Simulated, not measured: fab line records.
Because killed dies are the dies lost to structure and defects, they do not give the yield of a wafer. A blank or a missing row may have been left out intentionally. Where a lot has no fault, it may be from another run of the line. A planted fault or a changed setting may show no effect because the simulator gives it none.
Matching of chambers | flow n5-finfet | 4 sister chambers for N5_BEOL_M10_DESCUM_33 on rie-diel-03
The step chemistry O2, time 7.9 s. 4 wafers are shown with their chamber, then 9 later ones without.

## EACH WAFER AND ITS CHAMBER
wafer  | chamber | showerhead-plenum-p-Torr (Torr)
L085.1 | 3       | 2.09
L085.2 | 0       | 2.14
L085.5 | 1       | 2.12
L085.6 | 2       | 2.09

## WAFERS WITHOUT THEIR CHAMBER
wafer  | showerhead-plenum-p-Torr (Torr)
L094.4 | 2.08
L094.5 | 2.13
L094.6 | 2.08
L097.1 | 2.11
L097.2 | 2.08
L097.3 | 2.08
L097.4 | 2.13
L097.5 | 2.08
L097.6 | 2.08

## THE CHAMBER EACH PASSED THROUGH
wafer  | from the rows above          | in truth
L094.4 | can't be placed: 2 or 3      | 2
L094.5 | can't be placed: 1 or 0      | 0
L094.6 | can't be placed: 2 or 3      | 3
L097.1 | can't be placed: 1 or 2 or 3 | 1
L097.2 | can't be placed: 2 or 3      | 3
L097.3 | can't be placed: 2 or 3      | 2
L097.4 | can't be placed: 1 or 0      | 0
L097.5 | can't be placed: 2 or 3      | 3
L097.6 | can't be placed: 2 or 3      | 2
Correct placement for 0 of the 9. Can't be placed from these rows: 9 (the true chamber is among the candidates in 9). Wrongly placed: 0.
How it was worked out, from the rows above alone: a wafer's distance from a chamber is the root of the sum, over the readings, of the square of ((its reading less the chamber's mean) divided by the reading's scatter). The wafer belongs to the nearest chamber; if the next one is less than 2 further off, it can't be placed. A chamber's mean is the mean of its shown wafers. The scatter (one wafer shown for each chamber): square how far every hidden wafer sits from the nearest shown wafer, average those squares and take the square root.
